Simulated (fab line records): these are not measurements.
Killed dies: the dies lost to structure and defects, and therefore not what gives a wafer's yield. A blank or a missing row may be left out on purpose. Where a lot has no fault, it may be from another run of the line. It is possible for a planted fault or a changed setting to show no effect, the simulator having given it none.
Which tool is to blame? | flow nand_harc | 13 lots with 39 wafers sampled at 5 steps, on a route of 1159 steps

== WHAT EACH GAUGE READ, for each wafer ==
NHARC_A_CONTACT_CD_MEAS_80.
lot  | measured     | on        | cd_nm (nm)
L762 | day 16 11:44 | cd_sem-02 | 189.4 189.7 189.8
L765 | day 17 14:18 | cd_sem-02 | 189.9 189.6 189.6
L764 | day 17 14:40 | cd_sem-03 | 190.1 191.4 190.4
L763 | day 17 20:10 | cd_sem-01 | 190.6 190.3 189.9
L769 | day 18 18:27 | cd_sem-03 | 190.0 190.2 189.9
L775 | day 20 03:01 | cd_sem-02 | 190.1 190.2 189.8
L778 | day 20 08:33 | cd_sem-03 | 189.5 189.8 189.6
L774 | day 20 09:50 | cd_sem-02 | 189.5 189.1 189.3
L779 | day 20 12:05 | cd_sem-02 | 190.8 191.2 191.3
L780 | day 21 08:10 | cd_sem-03 | 190.8 190.0 190.5
L784 | day 22 00:37 | cd_sem-01 | 190.3 190.5 190.3
L783 | day 22 10:46 | cd_sem-01 | 190.4 189.9 189.9
L785 | day 22 16:23 | cd_sem-03 | 189.5 189.4 189.5

NHARC_A_CONTACT_INSPECT_10.
lot  | measured     | on                | raw_defect_count
L762 | day 16 15:42 | defect_inspect-01 | 20 22 18
L765 | day 17 17:15 | defect_inspect-01 | 10 17 15
L764 | day 17 18:00 | defect_inspect-02 | 18 19 21
L763 | day 18 01:22 | defect_inspect-01 | 22 20 23
L769 | day 18 22:05 | defect_inspect-01 | 26 20 25
L775 | day 20 06:26 | defect_inspect-01 | 24 34 37
L778 | day 20 16:20 | defect_inspect-02 | 44 35 34
L774 | day 20 19:32 | defect_inspect-02 | 27 36 30
L779 | day 20 20:12 | defect_inspect-01 | 42 33 36
L780 | day 21 11:16 | defect_inspect-01 | 63 48 60
L784 | day 22 04:40 | defect_inspect-02 | 39 44 33
L783 | day 22 14:56 | defect_inspect-02 | 66 47 63
L785 | day 22 19:31 | defect_inspect-01 | 32 49 47

NHARC_END_SORT_01.
lot  | measured     | on        | killed_at_array | killed_at_other | killed_at_periphery | killed_dies | killed_open | killed_short
L775 | day 22 11:24 | prober-01 | 673 672 672     | 0 0 1           | 4 5 4               | 677 677 677 | 3 0 4       | 1 2 2
L774 | day 24 03:14 | prober-02 | 673 673 674     | 0 0 0           | 4 4 3               | 677 677 677 | 3 7 7       | 1 3 4

== TOOL THAT RAN EACH LOT (tool first, then ch and the chambers of the sampled wafers, then the start) ==
lot  | NHARC_A_CONTACT_ETCH_89                       | NHARC_A_CONTACT_ETCH_134
L762 | rie_diel-07 ch 0,1,3, day 16 16:51 or earlier | har_cap_etch-01 ch 0,1, day 16 16:51
L765 | rie_diel-02 ch 1,2,3, day 17 18:45 or earlier | har_cap_etch-03 ch 0,1, day 17 18:45
L764 | rie_diel-07 ch 0,1,2, day 17 19:08 or earlier | har_cap_etch-01 ch 0,1, day 17 19:08
L763 | rie_diel-02 ch 1,2,3, day 18 02:27 or earlier | har_cap_etch-02 ch 0,1, day 18 02:27
L769 | rie_diel-07 ch 0,1,2, day 18 23:09 or earlier | har_cap_etch-02 ch 0,1, day 18 23:09
L775 | rie_diel-06 ch 0,3, day 20 07:33 or earlier   | har_cap_etch-03 ch 0,1, day 20 07:33
L778 | rie_diel-06 ch 0,1,3, day 20 17:35 or earlier | har_cap_etch-02 ch 1, day 20 17:35
L774 | rie_diel-02 ch 1,2,3, day 20 20:40 or earlier | har_cap_etch-03 ch 1, day 20 20:40
L779 | rie_diel-07 ch 0,2,3, day 20 21:17 or earlier | har_cap_etch-01 ch 0,1, day 20 21:17
L780 | rie_diel-06 ch 1,2,3, day 21 12:34 or earlier | har_cap_etch-01 ch 0,1, day 21 12:34
L784 | rie_diel-06 ch 2,3, day 22 05:55 or earlier   | har_cap_etch-02 ch 0,1, day 22 05:55
L783 | rie_diel-06 ch 1,2, day 22 16:14 or earlier   | har_cap_etch-01 ch 0,1, day 22 16:14
L785 | rie_diel-06 ch 1,2, day 22 20:46 or earlier   | har_cap_etch-03 ch 0,1, day 22 20:46
- NHARC_A_CONTACT_ETCH_89: etches the open film in N2/H2, target depth 260 nm, time 475.3 s.
- NHARC_A_CONTACT_ETCH_134: etches the open film in C4F8/O2/Ar, time 140 s, target depth 700 nm.

== AS READ BY THE TOOLS THEMSELVES (means over the sampled wafers that have a number; for cases with no such wafer, the mark the record gives instead) ==
NHARC_A_CONTACT_ETCH_89.
lot  | tool        | bias_w (W) | chamber_pressure_mTorr (mTorr) | drypump_motor_current_A (A) | oes_product_au (a.u.) | rf_vpp_V (V) | showerhead_plenum_p_Torr (Torr) | throttle_valve_pct (%)
L762 | rie_diel-07 | 150.3      | 29.964                         | 5.9                         | 1.006                 | 430.7        | 2.05                            | 14.169
L765 | rie_diel-02 | 150.0      | 29.983                         | 5.7                         | 1.002                 | 429.4        | 2.00                            | 14.169
L764 | rie_diel-07 | 150.2      | 30.019                         | 5.9                         | 1.001                 | 432.1        | 2.11                            | 14.179
L763 | rie_diel-02 | 150.0      | 29.987                         | 5.6                         | 1.002                 | 429.9        | 2.00                            | 14.164
L769 | rie_diel-07 | 150.1      | 30.004                         | 5.9                         | 1.003                 | 432.0        | 2.11                            | 14.164
L775 | rie_diel-06 | 150.1      | 29.987                         | 6.2                         | 1.000                 | 431.9        | 2.08                            | 14.174
L778 | rie_diel-06 | 150.1      | 29.973                         | 6.2                         | 1.006                 | 432.5        | 2.10                            | 14.168
L774 | rie_diel-02 | 150.3      | 29.962                         | 5.6                         | 1.004                 | 429.5        | 1.99                            | 14.174
L779 | rie_diel-07 | 150.0      | 29.997                         | 6.0                         | 0.998                 | 430.7        | 2.04                            | 14.165
L780 | rie_diel-06 | 149.8      | 29.979                         | 5.8                         | 1.008                 | 432.9        | 2.12                            | 14.182
L784 | rie_diel-06 | 149.8      | 30.008                         | 5.7                         | 1.002                 | 431.1        | 2.08                            | 14.179
L783 | rie_diel-06 | 150.0      | 30.000                         | 5.6                         | 1.010                 | 432.4        | 2.09                            | 14.164
L785 | rie_diel-06 | 149.7      | 30.009                         | 5.8                         | 1.008                 | 433.3        | 2.14                            | 14.172

NHARC_A_CONTACT_ETCH_134.
lot  | tool            | chamber_pressure_mTorr (mTorr) | oes_air_line_au (a.u.)
L762 | har_cap_etch-01 | 19.997                         | 0.998
L765 | har_cap_etch-03 | 19.993                         | 1.011
L764 | har_cap_etch-01 | 19.994                         | 0.989
L763 | har_cap_etch-02 | 19.992                         | 0.969
L769 | har_cap_etch-02 | 20.000                         | 0.978
L775 | har_cap_etch-03 | -                              | -
L778 | har_cap_etch-02 | 20.009                         | 1.022
L774 | har_cap_etch-03 | -                              | -
L779 | har_cap_etch-01 | 20.013                         | 1.001
L780 | har_cap_etch-01 | 20.004                         | 1.014
L784 | har_cap_etch-02 | 19.976                         | 0.992
L783 | har_cap_etch-01 | 20.009                         | 1.012
L785 | har_cap_etch-03 | 20.005                         | 1.006

== THE ANSWER, worked out from the rows above alone ==
Rule: usual is defined by the lots themselves. The widest of any qualifying gaps counts: lots, ordered by their means at a reading, are off when they make up no more than a third of the lots, leave a main group of 4 or more, and stand apart from it by 3 or more times the standard deviation of that group's means. The tables above print the reading to a certain number of digits; a main group whose means all agree to those digits is not used. Also off: a lot with no number at a reading for which 4 or more lots have one. The other lots that the step has rows for count as sound. Order of review: gauges by route order, followed by the tools' own readings, for which a lot's mean as printed above is used. At the first step where some lot is off, the reading lying furthest off is the one used; lots without a number count as furthest.
Off at NHARC_A_CONTACT_ETCH_134 (chamber_pressure_mTorr): L775, L774. Without a number there: L775, L774. The main group: mean 19.999 mTorr, standard deviation 0.01.
A tool fits if, at that step or a process step before it, it ran every lot that is off, and no sound lot after the first of them. With no start given for some of its lots, NHARC_A_CONTACT_ETCH_89 uses the hours and lot order of NHARC_A_CONTACT_ETCH_134. No candidate that was tried fits.

== WHAT THE SIMULATOR HAD PUT IN ==
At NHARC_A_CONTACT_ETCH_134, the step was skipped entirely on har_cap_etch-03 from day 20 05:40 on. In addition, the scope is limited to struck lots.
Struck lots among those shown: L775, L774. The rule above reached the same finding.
